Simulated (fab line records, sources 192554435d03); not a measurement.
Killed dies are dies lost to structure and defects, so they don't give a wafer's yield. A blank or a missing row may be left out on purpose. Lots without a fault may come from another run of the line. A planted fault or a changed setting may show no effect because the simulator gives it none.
A struck lot beside a sound one | flow n5_finfet | 28 steps out of a route of 1938
Sound: wafers L844.2, L844.5, L844.6. Struck: wafer L855.6. (L855.2, L855.4 of the same lot were not struck and are left out.) The cause comes at the end.
At each step with rows: each side's tool, then ch and its chambers, then its first start. Under that, the readings that differ: sound wafers | struck wafers | difference of the means | sigmas: that difference in standard deviations of wafers without a fault.
alike: readings whose means differ by less than 2 such deviations, and words and numbers that are the same on both sides. not compared: withheld readings, readings that some wafer has no value for, bounds like >300 that may hide the same value, and numbers for which the record gives no deviation and whose values overlap.
The two part at a step that has a row with sigmas, a row that says differs or no value, or rows on one side only. Numbers that don't overlap but have no deviation are shown without sigmas and don't part them. A reading that every wafer of one side lacks parts them only if that side has two wafers or more.

first, 10 steps without rows for these wafers: N5_FIN_SAQP_ETCH_67 (etches SiNx in CH3F/O2, target depth 30 nm); N5_FIN_SAQP_STRIP_70 (strips in N2/H2); N5_FIN_SAQP_RECESS_71 (chemistry HF/NH3, target SiO2, target depth 3 nm, afs cycles 1, sublimation time 60 s); N5_FIN_SAQP_SPACER2_ALD_28 (deposits SiO2, target thk 8.1 nm, pulse time 1 s, purge time 2 s); N5_FIN_SAQP_SPACER2_ETCHBACK_29 (etches SiO2 in CHF3/O2, target depth 12.2 nm, time 6.1 s); N5_FIN_SAQP_MANDREL2_REMOVE_60 (chemistry HBr/Cl2/O2, target a-Si, stops on SiNx, bt time 10 s); N5_FIN_SAQP_HM_OPEN_33 (chemistry CH3F/O2, target SiNx, target depth 49.4 nm, time 70.6 s); N5_FIN_SAQP_ETCH_34 (etches SiO2 in C4F6/O2, target depth 45 nm, time 15 s); N5_FIN_SAQP_STRIP_77 (strips in N2/H2, time 90 s); N5_FIN_SAQP_ETCH_64 (etches SiO2 in CF4, target depth 1.5 nm).
N5_FIN_SAQP_FIN_ETCH_36: etches the open film in HBr/Cl2/O2, target depth 120 nm, time 50.4 s.
  sound on rie_si-01 ch 1,2,3, day 4 02:38; struck on rie_si-01 ch 2, day 6 22:07
  alike: drypump_motor_current_A, oes_product_au, throttle_valve_pct
  not compared: rf_hours_counter_h
then, 3 steps without rows for these wafers: N5_FIN_SAQP_PRECLEAN_38 (cleans in O3/DIW, time 45 s); N5_FIN_SAQP_PRECLEAN_45 (cleans in dHF, time 10 s); N5_FIN_SAQP_SRD_39 (time 30 s).
N5_FIN_SAQP_INSPECT_40: inspects for defects (brightfield).
  sound on defect_inspect-02, day 4 02:54; struck on defect_inspect-01, day 6 22:22
  reading          | sound       | struck | difference | sigmas
  raw_defect_count | 105 193 188 | 499    | +337       | +5
then, 9 steps without rows for these wafers: N5_FIN_CUT_COAT_18 (time 60 s, resist thk 230 nm); N5_FIN_CUT_COAT_19 (time 60 s, resist thk 20 nm); N5_FIN_CUT_COAT_29 (time 60 s, resist thk 10 nm); N5_FIN_CUT_COAT_02 (resist thk 30 nm); N5_FIN_CUT_EBR_04; N5_FIN_CUT_SOFTBAKE_03 (time 60 s); N5_FIN_CUT_EXPOSE_05 (exposes mask FIN CUT); N5_FIN_CUT_PEB_06 (peb time 60 s); N5_FIN_CUT_DEVELOP_07 (develop time 30 s).
N5_FIN_CUT_INSPECT_10: inspects for defects (brightfield).
  sound on defect_inspect-02, day 4 03:17; struck on defect_inspect-01, day 6 22:46
  reading          | sound    | struck | difference | sigmas
  raw_defect_count | 27 48 43 | 343    | +304       | +28
then, 1 step without rows for these wafers: N5_FIN_CUT_DESCUM_13 (chemistry O2, time 7 s).
-- the record jumps here: 8 days lie between the struck wafers' starts before and after (it left off in module FIN_CUT and takes up again in module BEOL_M4, whose first step shown is number 1111 of the route) --
N5_BEOL_M4_RC_MEAS_101:
  sound on prober-02 ch 0, day 11 17:29; struck on prober-02 ch 0, day 14 12:19
  reading        | sound             | struck | difference | sigmas
  IOFF_N (nA/um) | 0.175 0.172 0.159 | 0.244  | +0.075     | +3
  IOFF_P (nA/um) | 0.222 0.214 0.211 | 0.318  | +0.102     | +3
  ION_N (uA/um)  | 688 688 670       | 707    | +25        | +3
  ION_P (uA/um)  | 464 464 462       | 482    | +19        | +3
  SS_P (mV/dec)  | 73.4 73.7 73.2    | 74.6   | +1.2       | +2
  VT_P (mV)      | -249 -254 -252    | -244   | +8         | +2
  alike: DIBL_N, DIBL_P, SS_N, VT_N
-- the record jumps here: 5 days lie between the struck wafers' starts before and after (it left off in module BEOL_M4 and takes up again in module PASSIVATION, whose first step shown is number 1936 of the route) --
N5_PASSIVATION_PROBE_49:
  the record has rows for the struck wafers here (prober-01, day 19 03:52) and none for the sound ones

WHERE THEY PART
First at N5_FIN_SAQP_INSPECT_40; last, within this record, at N5_PASSIVATION_PROBE_49.

WHY: what the simulator had put in
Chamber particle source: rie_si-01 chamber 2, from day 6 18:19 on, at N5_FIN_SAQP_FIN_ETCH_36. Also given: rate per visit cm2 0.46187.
